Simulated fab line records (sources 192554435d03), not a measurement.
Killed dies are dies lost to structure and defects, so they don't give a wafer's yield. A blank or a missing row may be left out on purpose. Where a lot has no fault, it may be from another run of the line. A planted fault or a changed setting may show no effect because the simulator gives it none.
fab line records	flow n5Finfet
record lots=7	wafers=21
route steps=1938 shown GATE_CUT@484 MOL_CONTACT_COAG@551 BEOL_M0_SAQP@638 BEOL_M0_CUTY@705 BEOL_M1@754
startH: start of the lot's first displayed wafer, in hours after the record's first day	waitH: how many hours have passed since the lot's step before this one	" same as the row above	L1.1+2: a single row standing in for several wafers	- no value, or no start was given	* or withheld: withheld	< > ~ a bound
route shown NAME@n: names a module that has steps shown in the file, with the first one's number in the route	usual: the fault-free wafers' mean and standard deviation	same: alike in all rows	chamber/n: place in a boat	sites: readings site by site	_std_site: how widely they spread, as a standard deviation	_edge_site: outer sites' mean less inner sites'	radiusMm: how far each site lies from the wafer's centre	mask NAME#n: copy n	behind: tool/chamber where the wafer was last shaped	hold: the reason the lot was held/the length of the hold in hours/how it ended	device: transistor that didn't switch, given as n, p or np	end of line: tests run on the same wafers once the route is complete	a step without rows: its recipe alone	killed: not the wafer's yield, but the dies lost to structure and defects at the first sort	map: dies across one wafer; x = killed, . = not, _ = none there
set.NAME: the setting that was run; set.NAME@STEP: the one run at that earlier step	model.NAME: the simulator's own value behind a step, which no gauge read
lots run with intentionally changed settings; tables by step, rows by wafer
## steps
# step N5_GATE_CUT_EXPOSE_10
# recipe maskId=GATE_CUT	na=0.33	sourceShape=annular	sigmaInner=0.35	sigmaOuter=0.8	polarization=unpolarized	targetCdNm=20	doseMj=43.25
lot.wafer	tool	chamber	startH	waitH	mask	set.doseMj
L082.2+3+4	euvScanner-02	0	128.46	-	GATE_CUT#0	45.55
L083.1+5	euvScanner-01	0	137.33	-	GATE_CUT#0	43.25
L083.2	"	0	"	"	GATE_CUT#0	41.68
L085.1+2+4	euvScanner-01	0	152.62	-	GATE_CUT#0	43.25
L089.3+4+5	euvScanner-01	0	175.26	-	GATE_CUT#0	43.25
L092.3+4+6	euvScanner-01	0	192.05	-	GATE_CUT#0	43.25
L093.1+2+4	euvScanner-01	0	199.57	-	GATE_CUT#0	43.25
L094.3+5	euvScanner-01	0	202.42	-	GATE_CUT#0	43.25
L094.4	"	0	"	"	GATE_CUT#0	45.43
# step N5_GATE_CUT_PEB_11
# recipe pebTempC=100	pebTimeS=60	resist=CAR-EUV
# step N5_GATE_CUT_DEVELOP_12
# recipe developTimeS=30	developer=TMAH	resist=CAR-EUV	rinseLiquid=surfactantRinse	dry=airSpin	devTempC=23
# step N5_GATE_CUT_DESCUM_18
# recipe chemistry=O2	timeS=7	sourcePowerW=50	biasPowerW=20	pressureMtorr=20	rfFrequencyHz=2.712e+07	tempC=40	resist=CAR-EUV	o2FlowSccm=225
lot.wafer	tool	chamber	startH	waitH	set.doseMj@GATE_CUT_EXPOSE_10	model.GATE_CUT.cdNm
L082.2+3	rieDiel-02	3,0	128.71	0.0	45.55	21
L082.4	"	2	"	"	45.55	21.2
L083.1+5	rieDiel-06	0	137.59	0.0	43.25	19.8
L083.2	"	2	"	"	41.68	19
L085.1+2+4	rieDiel-05	2,3,1	153.25	0.4	43.25	20
L089.3+5	rieDiel-05	2,3	175.50	0.0	43.25	19.8
L089.4	"	0	"	"	43.25	19.6
L092.3	rieDiel-06	1	192.36	0.1	43.25	20
L092.4	"	0	"	"	43.25	19.8
L092.6	"	3	"	"	43.25	20.2
L093.1	rieDiel-05	3	199.93	0.1	43.25	20.2
L093.2+4	"	0,1	"	"	43.25	20
L094.3	rieDiel-02	1	202.66	0.0	43.25	19.8
L094.4	"	2	"	"	45.43	21.2
L094.5	"	1	"	"	43.25	20
# step N5_GATE_CUT_ETCH_36
# recipe chemistry=CF4	target=SiARC	targetDepthA=130	maskMaterial=CAR-EUV	timeS=21.7	ionEnergyEv=80	pressureMtorr=40	sourceW=545	biasW=36	Ar_flow_sccm=100	cf4FlowSccm=100	ends=cleared
lot.wafer	tool	chamber	startH	waitH	set.cf4FlowSccm	set.doseMj@GATE_CUT_EXPOSE_10	model.GATE_CUT.cdNm
L082.2	rieDiel-02	3	128.77	0.0	100	45.55	21.2
L082.3+4	"	0,2	"	"	116.1	45.55	21.2
L083.1	rieDiel-06	0	137.64	0.0	100	43.25	19.8
L083.2	"	2	"	"	118.1	41.68	19.2
L083.5	"	0	"	"	118.1	43.25	19.8
L085.1+2	rieDiel-05	2,3	153.30	0.0	100	43.25	20.2
L085.4	"	1	"	"	100	43.25	20
L089.3+5	rieDiel-05	2,3	175.56	0.0	80.55	43.25	19.8
L089.4	"	0	"	"	100	43.25	19.6
L092.3+6	rieDiel-06	1,3	192.42	0.0	100	43.25	20
L092.4	"	0	"	"	100	43.25	19.6
L093.1+2+4	rieDiel-05	3,0,1	199.98	0.0	100	43.25	20.2
L094.3	rieDiel-02	1	202.72	0.0	100	43.25	20
L094.4	"	2	"	"	100	45.43	21.2
L094.5	"	1	"	"	100	43.25	20.2
# step N5_GATE_CUT_ETCH_37
# recipe chemistry=N2/H2	target=SOC	targetDepthA=600	overetchA=120	maskMaterial=SiARC	tempC=40	timeS=90	ionEnergyEv=200	pressureMtorr=30	sourceW=840	biasW=150	n2FlowSccm=200	h2FlowSccm=200
# step N5_GATE_CUT_STRIP_38
# recipe chemistry=N2/H2	tempC=40	n2FlowSccm=200	h2FlowSccm=200	rfFrequencyHz=6e+07
# step N5_GATE_CUT_STRIP_39
# recipe chemistry=N2/H2	tempC=40	n2FlowSccm=200	h2FlowSccm=200	rfFrequencyHz=6e+07
# step N5_GATE_CUT_HM_OPEN_40
# recipe chemistry=C4F6/O2	target=SiO2	maskMaterial=SiARC	targetDepthA=1390	timeS=85.1	ionEnergyEv=250	pressureMtorr=30	sourceW=345	biasW=185	Ar_flow_sccm=300	C4F6_flow_sccm=10	O2_flow_sccm=10	ends=cleared
lot.wafer	tool	chamber	startH	waitH	set.doseMj@GATE_CUT_EXPOSE_10	model.GATE_CUT.cdNm
L082.2+3+4	rieDiel-02	3,0,2	128.88	0.0	45.55	21.2
L083.1	rieDiel-06	0	137.75	0.0	43.25	20
L083.2	"	2	"	"	41.68	19.4
L083.5	"	0	"	"	43.25	19.8
L085.1+4	rieDiel-05	2,1	153.41	0.0	43.25	20.2
L085.2	"	3	"	"	43.25	20.4
L089.3+4+5	rieDiel-05	2,0,3	175.67	0.0	43.25	19.8
L092.3	rieDiel-06	1	192.53	0.0	43.25	20
L092.4	"	0	"	"	43.25	19.6
L092.6	"	3	"	"	43.25	20.2
L093.1	rieDiel-05	3	200.09	0.0	43.25	20.6
L093.2+4	"	0,1	"	"	43.25	20.4
L094.3	rieDiel-02	1	202.83	0.0	43.25	20
L094.4	"	2	"	"	45.43	21.2
L094.5	"	1	"	"	43.25	20.2
# step N5_MOL_CONTACT_COAG_SPUTTER_130
# recipe material=Co	targetThkA=475	tempC=25	chamberPressurePa=0.5	powerW=3000
lot.wafer	tool	chamber	startH	waitH	set.powerW	model.Co_of_MOL_CONTACT_COAG_SPUTTER_130.thkNm
L082.2	pvdSputter-01	-	139.40	0.0	3000	46.8
L082.3	"	-	"	"	3000	47.2
L082.4	"	-	"	"	3274	51.4
L083.1+2	pvdSputter-01	-	145.85	0.0	3000	47.6
L083.5	"	-	"	"	3348	53.4
L085.1+2	pvdSputter-02	-	163.51	0.0	3000	47.4
L085.4	"	-	"	"	3000	48
L089.3+5	pvdSputter-03	-	186.12	0.0	3000	47.2
L089.4	"	-	"	"	2627	41.2
L092.3+4	pvdSputter-03	-	202.07	0.0	3303	52
L092.6	"	-	"	"	3000	47.4
L093.1+2	pvdSputter-03	-	210.47	0.0	3000	47.4
L093.4	"	-	"	"	3000	47.2
L094.3+4	pvdSputter-03	-	214.67	0.0	3000	46.6
L094.5	"	-	"	"	3000	47
# step N5_MOL_CONTACT_COAG_ALD_123
# recipe material=SiNx	targetThkA=50	tempC=400	aldPrecursorFamily=SiH2I2	aldCoReactant=N2/H2-plasma	pulseTimeS=1	purgeTimeS=2	coReactantPurgeTimeS=2	aldCycles=100	pressureTorr=2
lot.wafer	tool	chamber	startH	waitH	set.aldCycles	model.SiNx_of_MOL_CONTACT_COAG_ALD_123.thkNm
L082.2+3+4	aldSin-03	3,2,0	142.30	0.0	100	5
L083.1	aldSin-03	3	148.79	0.0	88	4.4
L083.2+5	"	0,1	"	"	100	5
L085.1+2+4	aldSin-03	0,2,1	166.52	0.0	100	5
L089.3+4+5	aldSin-03	0,3,1	189.49	0.4	86	4.2
L092.3	aldSin-02	1	204.98	0.0	92	4.6
L092.4+6	"	2	"	"	100	5
L093.1+2+4	aldSin-02	1,0,2	213.47	0.1	100	5
L094.3+4+5	aldSin-03	3,2,2	217.59	0.0	100	5
# step N5_MOL_CONTACT_COAG_ETCH_124
# recipe chemistry=CH3F/O2	target=SiNx	targetDepthA=65	maskMaterial=SOC	stopOn=SiOC	overEtchFrac=0.3	ionEnergyEv=120	pressureMtorr=30	sourceW=395	biasW=73	Ar_flow_sccm=150	CH3F_flow_sccm=30	O2_flow_sccm=20	ends=endPoint
# usual rfVppV=297.8/2.9
lot.wafer	tool	chamber	startH	waitH	set.biasW	set.aldCycles@MOL_CONTACT_COAG_ALD_123	rfVppV	model.etch.depthNm
L082.2	rieDiel-03	3	145.38	0.0	69.29	100	281.2	5.02
L082.3	"	2	"	"	69.29	100	285.0	4.988
L082.4	"	2	"	"	73	100	297.7	4.994
L083.1	rieDiel-03	0	151.63	0.0	73	88	302.4	4.387
L083.2	"	3	"	"	62.52	100	259.4	4.997
L083.5	"	3	"	"	62.52	100	260.6	4.979
L085.1	rieDiel-03	3	169.53	0.0	73	100	293.7	5.006
L085.2	"	1	"	"	83.8	100	328.3	4.998
L085.4	"	2	"	"	73	100	298.4	4.977
L089.3	rieDiel-04	2	192.48	0.0	62.2	86	262.0	4.286
L089.4	"	3	"	"	62.2	86	265.6	4.28
L089.5	"	3	"	"	73	86	301.6	4.288
L092.3	rieDiel-01	3	207.82	0.0	73	92	294.5	4.607
L092.4	"	2	"	"	73	100	296.8	5.024
L092.6	"	3	"	"	73	100	294.8	5.074
L093.1	rieDiel-04	1	216.19	0.0	73	100	303.6	4.977
L093.2	"	3	"	"	73	100	301.1	5.012
L093.4	"	2	"	"	73	100	297.2	4.999
L094.3	rieDiel-04	0	220.31	0.0	85.76	100	332.1	4.969
L094.4	"	3	"	"	73	100	303.2	4.97
L094.5	"	3	"	"	85.76	100	345.7	4.988
# step N5_MOL_CONTACT_COAG_CVD_140
# recipe material=W	targetThkA=665	mode=selectiveFill	tempC=300	timeS=215
lot.wafer	tool	chamber	startH	waitH	set.targetThkA	model.W_of_MOL_CONTACT_COAG_CVD_140.thkNm
L082.2	cvdW-01	0	145.83	0.1	733.8	72.6
L082.3	"	0	"	"	665	65.8
L082.4	"	1	"	"	733.8	72.8
L083.1	cvdW-01	1	152.09	0.1	665	66.2
L083.2	"	0	"	"	665	66
L083.5	"	1	"	"	637	63.8
L085.1+4	cvdW-01	1,0	169.98	0.1	665	66.4
L085.2	"	0	"	"	665	66.2
L089.3	cvdW-01	0	193.02	0.1	665	66.2
L089.4	"	1	"	"	616.3	60.8
L089.5	"	0	"	"	665	65.8
L092.3	cvdW-02	1	208.35	0.1	665	64.8
L092.4	"	0	"	"	609.7	60.4
L092.6	"	1	"	"	665	65.8
L093.1+2	cvdW-01	0,1	216.64	0.1	665	65.4
L093.4	"	1	"	"	665	64.8
L094.3+5	cvdW-01	1,0	220.84	0.1	665	66.4
L094.4	"	0	"	"	665	66.2
# step N5_BEOL_M0_SAQP_PECVD_04
# recipe material=a-Si	targetThkA=600	tempC=350	precursor=SiH4/He	pressureTorr=3	rfW=100	timeS=60.2
lot.wafer	tool	chamber	startH	waitH	set.timeS	model.a-Si_of_BEOL_M0_SAQP_PECVD_04.thkNm
L082.2	pecvd-03	0	153.18	0.0	56.09	55.6
L082.3	"	1	"	"	56.09	55.2
L082.4	"	0	"	"	60.2	60.6
L083.1	pecvd-04	1	156.81	0.0	56.78	56
L083.2	"	0	"	"	60.2	59.6
L083.5	"	1	"	"	56.78	56.4
L085.1	pecvd-03	2	174.85	0.0	60.2	59.8
L085.2	"	1	"	"	60.2	59.2
L085.4	"	0	"	"	60.2	60.8
L089.3	pecvd-03	1	197.26	0.0	60.2	59
L089.4	"	1	"	"	66.45	66.8
L089.5	"	2	"	"	60.2	60.6
L092.3+6	pecvd-03	1,0	215.00	0.1	60.2	59.8
L092.4	"	0	"	"	65.96	65.8
L093.1	pecvd-04	2	223.89	0.0	60.2	60
L093.2	"	0	"	"	60.2	59.2
L093.4	"	1	"	"	60.2	60.4
L094.3	pecvd-03	0	226.07	0.1	60.2	59
L094.4	"	1	"	"	55.98	55.4
L094.5	"	1	"	"	55.98	56.2
# step N5_BEOL_M0_SAQP_THK_MEAS_05
# usual thkNm=60.0/0.78
lot.wafer	tool	chamber	startH	waitH	set.timeS@BEOL_M0_SAQP_PECVD_04	thkNm
L082.2	filmMetro-01	-	153.28	0.1	56.09	55.5
L082.3	"	-	"	"	56.09	55.2
L082.4	"	-	"	"	60.2	60.5
L083.1	filmMetro-01	-	156.90	0.1	56.78	55.9
L083.2	"	-	"	"	60.2	59.6
L083.5	"	-	"	"	56.78	56.5
L085.1	filmMetro-01	-	174.94	0.1	60.2	59.8
L085.2	"	-	"	"	60.2	59.2
L085.4	"	-	"	"	60.2	60.9
L089.3	filmMetro-02	-	197.36	0.1	60.2	59.0
L089.4	"	-	"	"	66.45	66.8
L089.5	"	-	"	"	60.2	60.7
L092.3	filmMetro-01	-	215.10	0.1	60.2	59.8
L092.4	"	-	"	"	65.96	65.8
L092.6	"	-	"	"	60.2	59.9
L093.1	filmMetro-02	-	223.99	0.1	60.2	59.9
L093.2	"	-	"	"	60.2	59.2
L093.4	"	-	"	"	60.2	60.4
L094.3	filmMetro-02	-	226.17	0.1	60.2	59.1
L094.4	"	-	"	"	55.98	55.5
L094.5	"	-	"	"	55.98	56.2
# step N5_BEOL_M0_SAQP_DEVELOP_13
# recipe developTimeS=30	developer=TMAH	resist=CAR-ArF	devTempC=23	rinseLiquid=diw	dry=airSpin
lot.wafer	tool	chamber	startH	waitH	set.developTimeS
L082.2+4	lithoTrack-05	0	-	-	30
L082.3	"	0	"	"	32.04
L083.1+2+5	lithoTrack-02	0	-	-	30
L085.1+2	lithoTrack-05	0	-	-	34.02
L085.4	"	0	"	"	30
L089.3	lithoTrack-04	0	-	-	30
L089.4+5	"	0	"	"	27.15
L092.3+4	lithoTrack-04	0	-	-	35.97
L092.6	"	0	"	"	30
L093.1+2+4	lithoTrack-05	0	-	-	30
L094.3	lithoTrack-04	0	-	-	30
L094.4+5	"	0	"	"	25.84
# step N5_BEOL_M0_SAQP_HM_OPEN_112
# recipe chemistry=CHF3/O2	target=SiO2	stopOn=a-Si	targetDepthA=120	overEtchFrac=1.25	maskMaterial=SOC	timeS=13.5	pressureMtorr=30	sourceW=650	biasW=170	Ar_flow_sccm=200	CHF3_flow_sccm=50	O2_flow_sccm=5	ionEnergyEv=200	ends=endPoint
# step N5_BEOL_M0_SAQP_STRIP_113
# recipe chemistry=CHF3/O2	resist=SiARC	rfFrequencyHz=6e+07
# step N5_BEOL_M0_SAQP_MANDREL_ETCH_20
# recipe targetDepthA=600	chemistry=HBr/Cl2	target=a-Si	stopOn=SiNx	btTimeS=10	maskMaterial=SOC	overEtchFrac=0.5	timeS=30	pressureMtorr=10	icpW=800	biasW=75	HBr_flow_sccm=150	Cl2_flow_sccm=80	ends=endPoint
# usual oesProductAu=0.771/0.011
lot.wafer	tool	chamber	startH	waitH	set.timeS@BEOL_M0_SAQP_PECVD_04	oesProductAu	model.etch.depthNm
L082.2	rieSi-05	1	154.40	0.0	56.09	0.743	55.55
L082.3	"	3	"	"	56.09	0.723	55.16
L082.4	"	3	"	"	60.2	0.766	60.51
L083.1	rieSi-05	3	157.66	0.0	56.78	0.735	55.95
L083.2	"	2	"	"	60.2	0.770	59.62
L083.5	"	1	"	"	56.78	0.757	56.46
L085.1	rieSi-04	1	175.66	0.0	60.2	0.782	59.85
L085.2	"	2	"	"	60.2	0.783	59.21
L085.4	"	0	"	"	60.2	0.766	60.81
L089.3	rieSi-04	1	198.20	0.0	60.2	0.758	59.05
L089.4	"	3	"	"	66.45	0.835	66.83
L089.5	"	2	"	"	60.2	0.779	60.66
L092.3	rieSi-02	0	215.84	0.0	60.2	0.745	59.84
L092.4	"	1	"	"	65.96	0.794	65.79
L092.6	"	3	"	"	60.2	0.774	59.83
L093.1	rieSi-02	0	224.75	0.0	60.2	0.754	59.92
L093.2	"	1	"	"	60.2	0.751	59.19
L093.4	"	2	"	"	60.2	0.764	60.36
L094.3	rieSi-02	3	227.02	0.0	60.2	0.760	59.08
L094.4	"	2	"	"	55.98	0.729	55.43
L094.5	"	0	"	"	55.98	0.716	56.2
# step N5_BEOL_M0_SAQP_STRIP_86
# recipe chemistry=N2/H2	powerW=500	tempC=40	pressureMtorr=50	rfFrequencyHz=6e+07	overashFraction=0.3	biasPowerW=28	h2Frac=0.5	n2FlowSccm=300	h2FlowSccm=300
# step N5_BEOL_M0_SAQP_STRIP_115
# recipe chemistry=postEtchResidueRemover	timeS=60	tempC=25	removerPh=withheld	removerWaterWtPct=withheld	removerFluorideWtPct=withheld
# step N5_BEOL_M0_SAQP_SRD_93
# recipe dry=ipaMarangoni	timeS=30	tempC=23	rinseLiquid=diw
# step N5_BEOL_M0_SAQP_RECESS_114
# recipe chemistry=HF/NH3	target=SiO2	targetDepthA=144	afsCycles=3	tempC=30	sublimationTempC=180	sublimationTimeS=60
# step N5_BEOL_M0_SAQP_SPACER1_ALD_98
# recipe material=SiO2	targetThkA=128	tempC=300	aldPrecursorFamily=BDEAS	aldCoReactant=O2-plasma	pulseTimeS=1	purgeTimeS=2	coReactantPurgeTimeS=2	aldCycles=138	pressureTorr=2
lot.wafer	tool	chamber	startH	waitH	set.timeS@BEOL_M0_SAQP_PECVD_04	model.a-Si_of_BEOL_M0_SAQP_PECVD_04.thkNm
L082.2	aldSin-02	0	155.58	0.7	56.09	55.4
L082.3	"	3	"	"	56.09	55
L082.4	"	1	"	"	60.2	60.4
L083.1	aldSin-02	2	158.28	0.3	56.78	55.8
L083.2	"	3	"	"	60.2	59.4
L083.5	"	3	"	"	56.78	56.2
L085.1	aldSin-02	2	176.34	0.3	60.2	59.6
L085.2	"	0	"	"	60.2	59
L085.4	"	3	"	"	60.2	60.6
L089.3	aldSin-01	3	198.85	0.1	60.2	58.8
L089.4	"	2	"	"	66.45	66.6
L089.5	"	2	"	"	60.2	60.4
L092.3+6	aldSin-02	2	216.46	0.1	60.2	59.6
L092.4	"	1	"	"	65.96	65.6
L093.1	aldSin-04	3	225.36	0.3	60.2	59.8
L093.2	"	1	"	"	60.2	59
L093.4	"	0	"	"	60.2	60.2
L094.3	aldSin-04	0	229.45	0.1	60.2	59
L094.4	"	3	"	"	55.98	55.2
L094.5	"	3	"	"	55.98	56
# step N5_BEOL_M0_CUTY_EXPOSE_54
# recipe maskId=M0_ABLK	na=1.35	sourceShape=conventional	sigmaOuter=0.8	polarization=unpolarized	doseMj=36
lot.wafer	tool	chamber	startH	waitH	mask	set.doseMj
L082.2+4	arfiScanner-03	0	159.92	-	M0_ABLK#0	34.97
L082.3	"	0	"	"	M0_ABLK#0	36
L083.1+2	arfiScanner-03	0	162.23	-	M0_ABLK#0	36
L083.5	"	0	"	"	M0_ABLK#0	37.19
L085.1+2	arfiScanner-02	0	181.60	-	M0_ABLK#0	33.9
L085.4	"	0	"	"	M0_ABLK#0	36
L089.3+5	arfiScanner-03	0	203.30	-	M0_ABLK#0	33.79
L089.4	"	0	"	"	M0_ABLK#0	36
L092.3+4+6	arfiScanner-02	0	220.91	-	M0_ABLK#0	36
L093.1+2+4	arfiScanner-01	0	230.66	-	M0_ABLK#0	36
L094.3+4	arfiScanner-02	0	234.26	-	M0_ABLK#0	36
L094.5	"	0	"	"	M0_ABLK#0	38.21
# step N5_BEOL_M0_CUTY_PEB_55
# recipe pebTempC=110	pebTimeS=60	resist=CAR-ArF-block
# step N5_BEOL_M0_CUTY_DEVELOP_56
# recipe developTimeS=30	developer=TMAH	resist=CAR-ArF-block	rinseLiquid=diw	dry=airSpin	devTempC=23
# step N5_BEOL_M0_CUTY_CD_MEAS_57
# recipe targetCdNm=200	landingEnergyEv=500	detector=seInlens	polarity=line
# usual cdNm=199.5/1.1
lot.wafer	tool	chamber	startH	waitH	set.doseMj@BEOL_M0_CUTY_EXPOSE_54	cdNm
L082.2	cdSem-01	0	160.04	-	34.97	201.6
L082.3	"	0	"	"	36	199.5
L082.4	"	0	"	"	34.97	200.4
L083.1	cdSem-01	0	162.35	-	36	198.3
L083.2	"	0	"	"	36	198.7
L083.5	"	0	"	"	37.19	195.9
L085.1	cdSem-02	0	181.72	-	33.9	202.5
L085.2	"	0	"	"	33.9	203.1
L085.4	"	0	"	"	36	199.2
L089.3	cdSem-03	0	203.41	-	33.79	200.9
L089.4	"	0	"	"	36	198.1
L089.5	"	0	"	"	33.79	201.4
L092.3	cdSem-03	0	221.03	-	36	199.8
L092.4	"	0	"	"	36	200.2
L092.6	"	0	"	"	36	199.8
L093.1	cdSem-02	0	230.78	-	36	201.3
L093.2	"	0	"	"	36	201.5
L093.4	"	0	"	"	36	200.7
L094.3	cdSem-03	0	234.37	-	36	199.7
L094.4	"	0	"	"	36	199.2
L094.5	"	0	"	"	38.21	196.6
# step N5_BEOL_M1_HM_DEP_02
# recipe material=TiN	targetThkA=200	tempC=25	chamberPressurePa=0.49996
lot.wafer	tool	chamber	startH	waitH	set.targetThkA	model.TiN_of_BEOL_M1_HM_DEP_02.thkNm
L083.1	pvdSputter-03	-	168.23	1.4	224.7	22.2
L083.2	"	-	"	"	224.7	22.6
L083.5	"	-	"	"	200	20
L082.2	pvdSputter-01	-	169.42	0.1	211.2	21
L082.3	"	-	"	"	200	19.8
L082.4	"	-	"	"	200	20.2
L085.1+4	pvdSputter-02	-	188.28	1.4	179.8	18
L085.2	"	-	"	"	200	19.8
L089.3+4+5	pvdSputter-03	-	211.29	0.9	220.2	22
L092.3+4	pvdSputter-01	-	229.03	1.0	175	17
L092.6	"	-	"	"	200	19.6
L093.1+2+4	pvdSputter-03	-	240.34	0.0	200	19.8
L094.3+4	pvdSputter-01	-	242.56	1.7	200	20.2
L094.5	"	-	"	"	224	22.6
## key
split step=N5_GATE_CUT_EXPOSE_10	setting=doseMj	stated=43.25	by=wafer
response step=N5_GATE_CUT_DESCUM_18	reading=model.GATE_CUT.cdNm	change=+0.245	per=1%	r=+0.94
response step=N5_GATE_CUT_ETCH_36	reading=model.GATE_CUT.cdNm	change=+0.2	per=1%	r=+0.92
response step=N5_GATE_CUT_HM_OPEN_40	reading=model.GATE_CUT.cdNm	change=+0.191	per=1%	r=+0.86
split step=N5_GATE_CUT_ETCH_36	setting=cf4FlowSccm	stated=100	by=wafer
response none clear
split step=N5_MOL_CONTACT_COAG_SPUTTER_130	setting=powerW	stated=3000	by=wafer
response step=N5_MOL_CONTACT_COAG_SPUTTER_130	reading=model.Co_of_MOL_CONTACT_COAG_SPUTTER_130.thkNm	change=+0.482	per=1%	r=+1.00
split step=N5_MOL_CONTACT_COAG_ALD_123	setting=aldCycles	stated=100	by=wafer
response step=N5_MOL_CONTACT_COAG_ALD_123	reading=model.SiNx_of_MOL_CONTACT_COAG_ALD_123.thkNm	change=+0.05	per=1%	r=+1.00
response step=N5_MOL_CONTACT_COAG_ETCH_124	reading=model.etch.depthNm	change=+0.0517	per=1%	r=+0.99
split step=N5_MOL_CONTACT_COAG_ETCH_124	setting=biasW	stated=73	by=wafer
response step=N5_MOL_CONTACT_COAG_ETCH_124	reading=rfVppV	change=+2.4	per=1%	r=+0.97
split step=N5_MOL_CONTACT_COAG_CVD_140	setting=targetThkA	stated=665	by=wafer
response step=N5_MOL_CONTACT_COAG_CVD_140	reading=model.W_of_MOL_CONTACT_COAG_CVD_140.thkNm	change=+0.646	per=1%	r=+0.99
split step=N5_BEOL_M0_SAQP_PECVD_04	setting=timeS	stated=60.2	by=wafer
response step=N5_BEOL_M0_SAQP_PECVD_04	reading=model.a-Si_of_BEOL_M0_SAQP_PECVD_04.thkNm	change=+0.633	per=1%	r=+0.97
response step=N5_BEOL_M0_SAQP_THK_MEAS_05	reading=thkNm	change=*	per=1%	r=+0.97
response step=N5_BEOL_M0_SAQP_MANDREL_ETCH_20	reading=oesProductAu	change=+0.00502	per=1%	r=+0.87
response step=N5_BEOL_M0_SAQP_MANDREL_ETCH_20	reading=model.etch.depthNm	change=+0.632	per=1%	r=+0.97
response step=N5_BEOL_M0_SAQP_SPACER1_ALD_98	reading=model.a-Si_of_BEOL_M0_SAQP_PECVD_04.thkNm	change=+0.638	per=1%	r=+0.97
split step=N5_BEOL_M0_SAQP_DEVELOP_13	setting=developTimeS	stated=30	by=wafer
response none clear
split step=N5_BEOL_M0_CUTY_EXPOSE_54	setting=doseMj	stated=36	by=wafer
response step=N5_BEOL_M0_CUTY_CD_MEAS_57	reading=cdNm	change=-0.545	per=1%	r=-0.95
split step=N5_BEOL_M1_HM_DEP_02	setting=targetThkA	stated=200	by=wafer
response step=N5_BEOL_M1_HM_DEP_02	reading=model.TiN_of_BEOL_M1_HM_DEP_02.thkNm	change=+0.196	per=1%	r=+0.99
